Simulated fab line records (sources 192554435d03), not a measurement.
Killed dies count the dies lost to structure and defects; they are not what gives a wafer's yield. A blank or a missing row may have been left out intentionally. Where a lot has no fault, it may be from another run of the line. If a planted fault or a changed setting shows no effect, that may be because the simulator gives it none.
Matching of chambers :: flow n5_finfet :: N5_FIN_CUT_ETCH_21 on rie_diel-04 has 4 sister chambers
The step etches SOC in N2/H2, target depth 219 nm, overetch 43.8 nm, time 523.5 s. 14 wafers are shown with their chamber, then 7 later ones without.

WAFERS, EACH WITH ITS CHAMBER
wafer: L074.2
chamber: 0
drypump_motor_current_A (A): 6.2
showerhead_plenum_p_Torr (Torr): 2.55
oes_product_au (a.u.): 0.71

wafer: L074.3
chamber: 3
drypump_motor_current_A (A): 5.0
showerhead_plenum_p_Torr (Torr): 2.50
oes_product_au (a.u.): 0.66

wafer: L074.5
chamber: 1
drypump_motor_current_A (A): 5.6
showerhead_plenum_p_Torr (Torr): 2.57
oes_product_au (a.u.): 0.77

wafer: L079.2
chamber: 3
drypump_motor_current_A (A): 5.0
showerhead_plenum_p_Torr (Torr): 2.49
oes_product_au (a.u.): 0.65

wafer: L079.5
chamber: 0
drypump_motor_current_A (A): 6.2
showerhead_plenum_p_Torr (Torr): 2.55
oes_product_au (a.u.): 0.70

wafer: L079.6
chamber: 1
drypump_motor_current_A (A): 5.5
showerhead_plenum_p_Torr (Torr): 2.56
oes_product_au (a.u.): 0.75

wafer: L080.2
chamber: 0
drypump_motor_current_A (A): 6.2
showerhead_plenum_p_Torr (Torr): 2.55
oes_product_au (a.u.): 0.70

wafer: L080.3
chamber: 2
drypump_motor_current_A (A): 6.5
showerhead_plenum_p_Torr (Torr): 2.42
oes_product_au (a.u.): 0.65

wafer: L080.6
chamber: 0
drypump_motor_current_A (A): 6.2
showerhead_plenum_p_Torr (Torr): 2.55
oes_product_au (a.u.): 0.69

wafer: L083.2
chamber: 0
drypump_motor_current_A (A): 6.1
showerhead_plenum_p_Torr (Torr): 2.55
oes_product_au (a.u.): 0.69

wafer: L083.5
chamber: 3
drypump_motor_current_A (A): 5.0
showerhead_plenum_p_Torr (Torr): 2.49
oes_product_au (a.u.): 0.65

wafer: L083.6
chamber: 0
drypump_motor_current_A (A): 6.1
showerhead_plenum_p_Torr (Torr): 2.55
oes_product_au (a.u.): 0.70

wafer: L086.1
chamber: 2
drypump_motor_current_A (A): 6.5
showerhead_plenum_p_Torr (Torr): 2.42
oes_product_au (a.u.): 0.64

wafer: L086.5
chamber: 1
drypump_motor_current_A (A): 5.6
showerhead_plenum_p_Torr (Torr): 2.56
oes_product_au (a.u.): 0.74

SIGNATURES, as means of the wafers listed above
reading: drypump_motor_current_A
chamber 0: 6.167
chamber 1: 5.567
chamber 2: 6.500
chamber 3: 5.000
scatter within a chamber: 0.0447

reading: showerhead_plenum_p_Torr
chamber 0: 2.5500
chamber 1: 2.5633
chamber 2: 2.4200
chamber 3: 2.4933
scatter within a chamber: 0.00365

reading: oes_product_au
chamber 0: 0.6983
chamber 1: 0.7533
chamber 2: 0.6450
chamber 3: 0.6533
scatter within a chamber: 0.00931
Rule: for each reading, subtract the chamber's mean from the wafer's reading, divide by that reading's scatter and square the result; add these up over the readings and take the root, which gives the wafer's distance from the chamber. The wafer belongs to the nearest chamber; if the next one is less than 2 further off, it can't be placed. The scatter: take each reading less its chamber's mean, square it, sum over the shown wafers, divide by the number of wafers less the number of chambers, and take the root.

WAFERS WHOSE CHAMBER IS MISSING
wafer: L086.6
drypump_motor_current_A (A): 6.2
showerhead_plenum_p_Torr (Torr): 2.54
oes_product_au (a.u.): 0.69

wafer: L093.1
drypump_motor_current_A (A): 5.0
showerhead_plenum_p_Torr (Torr): 2.49
oes_product_au (a.u.): 0.64

wafer: L093.4
drypump_motor_current_A (A): 5.6
showerhead_plenum_p_Torr (Torr): 2.55
oes_product_au (a.u.): 0.74

wafer: L093.5
drypump_motor_current_A (A): 6.5
showerhead_plenum_p_Torr (Torr): 2.41
oes_product_au (a.u.): 0.63

wafer: L095.2
drypump_motor_current_A (A): 5.6
showerhead_plenum_p_Torr (Torr): 2.55
oes_product_au (a.u.): 0.73

wafer: L095.3
drypump_motor_current_A (A): 6.5
showerhead_plenum_p_Torr (Torr): 2.41
oes_product_au (a.u.): 0.64

wafer: L095.4
drypump_motor_current_A (A): 5.0
showerhead_plenum_p_Torr (Torr): 2.48
oes_product_au (a.u.): 0.63

WHICH CHAMBER EACH WENT THROUGH
wafer: L086.6
from the rows above: 0
in truth: 0

wafer: L093.1
from the rows above: 3
in truth: 3

wafer: L093.4
from the rows above: 1
in truth: 1

wafer: L093.5
from the rows above: 2
in truth: 2

wafer: L095.2
from the rows above: 1
in truth: 1

wafer: L095.3
from the rows above: 2
in truth: 2

wafer: L095.4
from the rows above: 3
in truth: 3
Placed correctly: 7 of 7. Number that these rows cannot place: 0. Wrongly placed: 0.
